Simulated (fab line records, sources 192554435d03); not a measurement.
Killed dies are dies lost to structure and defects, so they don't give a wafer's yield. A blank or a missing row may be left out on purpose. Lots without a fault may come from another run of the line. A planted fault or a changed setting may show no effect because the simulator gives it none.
A struck lot beside a sound one | flow n5_finfet | 7 steps out of a route of 1938
Sound: wafers L316.1, L316.3, L316.5. Struck: wafers L328.2, L328.5. (L328.3 of the same lot was not struck and is left out.) The cause comes at the end.
At each step with rows: each side's tool, then ch and its chambers, then its first start. Under that, the readings that differ: sound wafers | struck wafers | difference of the means | sigmas: that difference in standard deviations of wafers without a fault.
alike: readings whose means differ by less than 2 such deviations, and words and numbers that are the same on both sides. not compared: withheld readings, readings that some wafer has no value for, bounds like >300 that may hide the same value, and numbers for which the record gives no deviation and whose values overlap.
The two part at a step that has a row with sigmas, a row that says differs or no value, or rows on one side only. Numbers that don't overlap but have no deviation are shown without sigmas and don't part them. A reading that every wafer of one side lacks parts them only if that side has two wafers or more.

N5_START_INSPECT_01: inspects for defects (unpatterned scan).
  sound on defect_inspect-01, day 2 18:02; struck on defect_inspect-01, day 5 18:02
  alike: raw_defect_count
then, 2 steps without rows for these wafers: N5_ZERO_LAYER_PRECLEAN_00 (cleans in SPM, time 600 s); N5_ZERO_LAYER_SRD_01 (time 30 s, dry time 30 s).
N5_ZERO_LAYER_PECVD_02: deposits SiO2 from SiH4/N2O, target thk 10 nm, time 6 s.
  sound on pecvd-01 ch 0,1, day 2 18:32; struck on pecvd-01 ch 1,2, day 5 18:17
  alike: heater_power_w, showerhead_plenum_p_Torr
  not compared: model.SiO2_of_ZERO_LAYER_PECVD_02.thk_nm
then, 1 step without rows for these wafers: N5_ZERO_LAYER_HMDS_04 (time 60 s).
-- the record jumps here: 7 days lie between the struck wafers' starts before and after (it left off in module ZERO_LAYER and takes up again in module BEOL_M4, whose first step shown is number 1111 of the route) --
N5_BEOL_M4_RC_MEAS_101:
  sound on prober-02 ch 0, day 9 09:36; struck on prober-02 ch 0, day 12 08:04
  reading   | sound          | struck    | difference | sigmas
  VT_P (mV) | -253 -253 -250 | -246 -246 | +6         | +2
  alike: DIBL_N, DIBL_P, IOFF_N, IOFF_P, ION_N, ION_P, SS_N, SS_P, VT_N
-- the record jumps here: 4 days lie between the struck wafers' starts before and after (it left off in module BEOL_M4 and takes up again in module PASSIVATION, whose first step shown is number 1936 of the route) --
N5_PASSIVATION_PROBE_49:
  sound on prober-01, day 13 22:03; struck on prober-01, day 16 14:26
  reading                  | sound          | struck    | difference | sigmas
  defect_limited_yield (%) | 90.1 89.2 87.8 | 92.5 93.0 | +3.7       | +2
  killed_dies              | 117 127 144    | 89 83     | -43        | -2
  killed_open              | 85 97 106      | 60 51     | -40        | -3
  sort_bin_5_function (%)  | 5.8 7.3 7.4    | 4.2 4.0   | -2.7       | -3
  sort_n_pass              | 1063 1053 1036 | 1091 1097 | +43        | +2
  sort_yield_pct (%)       | 90.1 89.2 87.8 | 92.5 93.0 | +3.7       | +2
  alike: killed_at_M0_to_M3, killed_at_M4_up, killed_at_contacts, killed_at_front_end, killed_at_other, killed_on_rim, killed_short, sort_bin_6_memory

WHERE THEY PART
First at N5_BEOL_M4_RC_MEAS_101; last, within this record, at N5_PASSIVATION_PROBE_49.

WHY: what the simulator had put in
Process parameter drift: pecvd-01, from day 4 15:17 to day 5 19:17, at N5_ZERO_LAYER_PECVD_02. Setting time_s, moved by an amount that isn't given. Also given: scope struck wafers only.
